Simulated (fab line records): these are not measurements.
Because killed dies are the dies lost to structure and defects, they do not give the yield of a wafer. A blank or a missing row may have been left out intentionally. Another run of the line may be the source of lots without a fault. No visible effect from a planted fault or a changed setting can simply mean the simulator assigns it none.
Matching of chambers || flow n5_finfet || N5_BEOL_M14_ILD_DEP_00 on pecvd-01: 3 sister chambers
The step deposits SiO2 from TEOS/O2, target thk 1119.3 nm, time 237.4 s. 18 wafers are shown with their chamber, then 9 later ones without.

== WAFERS WITH THEIR CHAMBER ==
{"wafer": "L074.2", "chamber": 0, "throttle_valve_pct (%)": 19.8, "showerhead_plenum_p_Torr (Torr)": 8.31, "heater_power_w (W)": 626}
{"wafer": "L074.3", "chamber": 2, "throttle_valve_pct (%)": 18.5, "showerhead_plenum_p_Torr (Torr)": 8.36, "heater_power_w (W)": 582}
{"wafer": "L074.5", "chamber": 2, "throttle_valve_pct (%)": 18.5, "showerhead_plenum_p_Torr (Torr)": 8.36, "heater_power_w (W)": 448}
{"wafer": "L075.2", "chamber": 1, "throttle_valve_pct (%)": 18.0, "showerhead_plenum_p_Torr (Torr)": 8.32, "heater_power_w (W)": 639}
{"wafer": "L075.3", "chamber": 2, "throttle_valve_pct (%)": 18.6, "showerhead_plenum_p_Torr (Torr)": 8.36, "heater_power_w (W)": 529}
{"wafer": "L075.4", "chamber": 2, "throttle_valve_pct (%)": 18.7, "showerhead_plenum_p_Torr (Torr)": 8.35, "heater_power_w (W)": 579}
{"wafer": "L078.2", "chamber": 0, "throttle_valve_pct (%)": 19.9, "showerhead_plenum_p_Torr (Torr)": 8.33, "heater_power_w (W)": 536}
{"wafer": "L078.3", "chamber": 1, "throttle_valve_pct (%)": 18.1, "showerhead_plenum_p_Torr (Torr)": 8.35, "heater_power_w (W)": 582}
{"wafer": "L078.6", "chamber": 0, "throttle_valve_pct (%)": 19.8, "showerhead_plenum_p_Torr (Torr)": 8.32, "heater_power_w (W)": 603}
{"wafer": "L081.1", "chamber": 1, "throttle_valve_pct (%)": 18.1, "showerhead_plenum_p_Torr (Torr)": 8.33, "heater_power_w (W)": 601}
{"wafer": "L081.3", "chamber": 2, "throttle_valve_pct (%)": 18.9, "showerhead_plenum_p_Torr (Torr)": 8.34, "heater_power_w (W)": 588}
{"wafer": "L081.6", "chamber": 2, "throttle_valve_pct (%)": 18.2, "showerhead_plenum_p_Torr (Torr)": 8.37, "heater_power_w (W)": 451}
{"wafer": "L083.1", "chamber": 2, "throttle_valve_pct (%)": 18.8, "showerhead_plenum_p_Torr (Torr)": 8.36, "heater_power_w (W)": 476}
{"wafer": "L083.2", "chamber": 1, "throttle_valve_pct (%)": 18.3, "showerhead_plenum_p_Torr (Torr)": 8.34, "heater_power_w (W)": 661}
{"wafer": "L083.6", "chamber": 1, "throttle_valve_pct (%)": 18.0, "showerhead_plenum_p_Torr (Torr)": 8.35, "heater_power_w (W)": 519}
{"wafer": "L084.2", "chamber": 0, "throttle_valve_pct (%)": 19.8, "showerhead_plenum_p_Torr (Torr)": 8.30, "heater_power_w (W)": 526}
{"wafer": "L084.3", "chamber": 0, "throttle_valve_pct (%)": 19.5, "showerhead_plenum_p_Torr (Torr)": 8.31, "heater_power_w (W)": 608}
{"wafer": "L084.6", "chamber": 1, "throttle_valve_pct (%)": 18.3, "showerhead_plenum_p_Torr (Torr)": 8.33, "heater_power_w (W)": 508}

SIGNATURES, as means of the wafers listed above
{"reading": "throttle_valve_pct", "chamber 0": 19.760, "chamber 1": 18.133, "chamber 2": 18.600, "scatter within a chamber": 0.184}
{"reading": "showerhead_plenum_p_Torr", "chamber 0": 8.3140, "chamber 1": 8.3367, "chamber 2": 8.3571, "scatter within a chamber": 0.0109}
{"reading": "heater_power_w", "chamber 0": 579.80, "chamber 1": 585.00, "chamber 2": 521.86, "scatter within a chamber": 58.5}
Rule: for each reading, subtract the chamber's mean from the wafer's reading, divide by that reading's scatter and square the result; add these up over the readings and take the root, which gives the wafer's distance from the chamber. The wafer belongs to the nearest chamber; if the next one is less than 2 further off, it can't be placed. The scatter: take each reading less its chamber's mean, square it, sum over the shown wafers, divide by the number of wafers less the number of chambers, and take the root.

== WAFERS WHOSE CHAMBER IS MISSING ==
{"wafer": "L086.3", "throttle_valve_pct (%)": 18.7, "showerhead_plenum_p_Torr (Torr)": 8.37, "heater_power_w (W)": 536}
{"wafer": "L086.5", "throttle_valve_pct (%)": 18.8, "showerhead_plenum_p_Torr (Torr)": 8.36, "heater_power_w (W)": 579}
{"wafer": "L086.6", "throttle_valve_pct (%)": 18.4, "showerhead_plenum_p_Torr (Torr)": 8.32, "heater_power_w (W)": 640}
{"wafer": "L090.3", "throttle_valve_pct (%)": 19.8, "showerhead_plenum_p_Torr (Torr)": 8.35, "heater_power_w (W)": 587}
{"wafer": "L090.4", "throttle_valve_pct (%)": 18.3, "showerhead_plenum_p_Torr (Torr)": 8.34, "heater_power_w (W)": 609}
{"wafer": "L090.5", "throttle_valve_pct (%)": 19.4, "showerhead_plenum_p_Torr (Torr)": 8.31, "heater_power_w (W)": 641}
{"wafer": "L092.1", "throttle_valve_pct (%)": 18.4, "showerhead_plenum_p_Torr (Torr)": 8.32, "heater_power_w (W)": 642}
{"wafer": "L092.2", "throttle_valve_pct (%)": 19.6, "showerhead_plenum_p_Torr (Torr)": 8.31, "heater_power_w (W)": 570}
{"wafer": "L092.5", "throttle_valve_pct (%)": 19.9, "showerhead_plenum_p_Torr (Torr)": 8.34, "heater_power_w (W)": 625}

== WHICH CHAMBER EACH ONE RAN IN ==
{"wafer": "L086.3", "from the rows above": 2, "in truth": 2}
{"wafer": "L086.5", "from the rows above": 2, "in truth": 2}
{"wafer": "L086.6", "from the rows above": "can't be placed: 1 or 2", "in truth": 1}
{"wafer": "L090.3", "from the rows above": 0, "in truth": 0}
{"wafer": "L090.4", "from the rows above": "can't be placed: 1 or 2", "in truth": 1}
{"wafer": "L090.5", "from the rows above": 0, "in truth": 0}
{"wafer": "L092.1", "from the rows above": "can't be placed: 1 or 2", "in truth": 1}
{"wafer": "L092.2", "from the rows above": 0, "in truth": 0}
{"wafer": "L092.5", "from the rows above": 0, "in truth": 0}
Correctly placed: 6 of 9. From these rows, 3 cannot be placed; in 3 the true chamber is one of the candidates. Wrongly placed: 0.
